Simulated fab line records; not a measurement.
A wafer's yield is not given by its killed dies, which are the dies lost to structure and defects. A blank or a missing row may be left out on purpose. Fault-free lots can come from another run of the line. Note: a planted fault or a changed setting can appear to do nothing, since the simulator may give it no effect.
Lot-split experiment	flow n5_finfet	on a route of 1938 steps: 7 lots, 21 wafers read

== THE SPLIT ==
At N5_BEOL_M6_PECVD_70 (deposits SiO2 from TEOS/O2, target thk 20 nm, time 22.7 s), the setting time_s was moved away from the recipe's 22.7 s on 6 of the 21 wafers read, by -7.7% to +12.5%. The other wafers ran this setting at the recipe's value.

The split's own step is where the reading is taken.

== THE READING ==
SiO2_of_BEOL_M6_PECVD_70.thk_nm (the simulator's own value, which no gauge read), in nm, at N5_BEOL_M6_PECVD_70 (deposits SiO2 from TEOS/O2, target thk 20 nm, time 22.7 s). No usual value for it is given in the file. Average 19.7 nm, standard deviation 0.27 nm, over the 15 wafers here run with the recipe.

wafer	tool, chamber at the split	time_s as run, s	against the recipe	SiO2_of_BEOL_M6_PECVD_70.thk_nm, nm	against lot-mates on the recipe
L074.1	pecvd-01, 1	25.53	+12.5%	22.2	+2.2
L074.3	pecvd-01, 1	25.53	+12.5%	22.6	+2.6
L074.5	pecvd-01, 0	22.7	recipe	20	-
L076.1	pecvd-03, 2	22.7	recipe	19.2	-
L076.4	pecvd-03, 2	20.96	-7.7%	18	-1.4
L076.5	pecvd-03, 2	22.7	recipe	19.6	-
L077.1	pecvd-03, 0	22.7	recipe	19.8	-
L077.4	pecvd-03, 0	22.7	recipe	19.8	-
L077.5	pecvd-03, 1	21.44	-5.6%	18.8	-1.0
L080.1	pecvd-03, 0	22.7	recipe	20	-
L080.2	pecvd-03, 2	22.7	recipe	19.6	-
L080.6	pecvd-03, 0	22.7	recipe	20.2	-
L082.1	pecvd-02, 1,0	22.7	recipe	19.4	-
L082.6	pecvd-02, 1,0	22.7	recipe	19.4	-
L082.4	pecvd-02, 2	22.7	recipe	19.6	-
L083.4	pecvd-02, 0	25.05	+10.4%	21.4	+1.5
L083.5	pecvd-02, 2	22.7	recipe	19.8	-
L083.6	pecvd-02, 1	22.7	recipe	20	-
L086.3	pecvd-01, 1	24.31	+7.1%	20.8	+1.0
L086.4	pecvd-01, 0	22.7	recipe	20	-
L086.5	pecvd-01, 2	22.7	recipe	19.6	-
Rows listing several chambers each stand for several wafers; the file does not say which wafer went through which chamber.

FIT RESULTS
A straight line over all 21 wafers: SiO2_of_BEOL_M6_PECVD_70.thk_nm changes by +0.198 nm for each +1% of time_s; r = +0.96; the points scatter about the line by 0.29 nm.
The same after taking each lot's own level away (the mean of its wafers on the recipe; 21 wafers): +0.178 nm for each +1%; r = +0.98; scatter 0.19 nm.
Per that fit: largest time_s move, reading shift of 2.2 nm.
Across the lots, their own levels run from 19.40 to 20.00 nm, a range of 2.2 times the standard deviation given above.
In other words, the slope is changed by the lot-to-lot level; the two fits disagree.
Check: +2.2 nm against its lot-mates is what the line predicts for one of the wafers moved furthest among these (+12.5%) when that wafer is left out of the fit. Against them it came out at +2.2 nm.

== ADDITIONAL SPLITS CARRIED BY THESE WAFERS ==
Before the reading, these wafers also passed through other splits. Each is held against what the fit with the lots' levels taken away leaves over:
other split on the same wafers	wafers away from the commonest value	r with SiO2_of_BEOL_M6_PECVD_70.thk_nm (lot level and that fit taken away)
N5_BEOL_M4_COAT_05 spin_rpm	9	-0.07
N5_BEOL_M4_TRENCH_ETCH_37 source_w	7	-0.27
N5_BEOL_M5_EXPOSE_08 dose_mj	4	+0.29
N5_BEOL_M5_ETCH_72 bias_w	6	-0.14

== THE FILE'S OWN FIT ==
SiO2_of_BEOL_M6_PECVD_70.thk_nm changes by +0.171 nm for each +1% of time_s, r = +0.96.
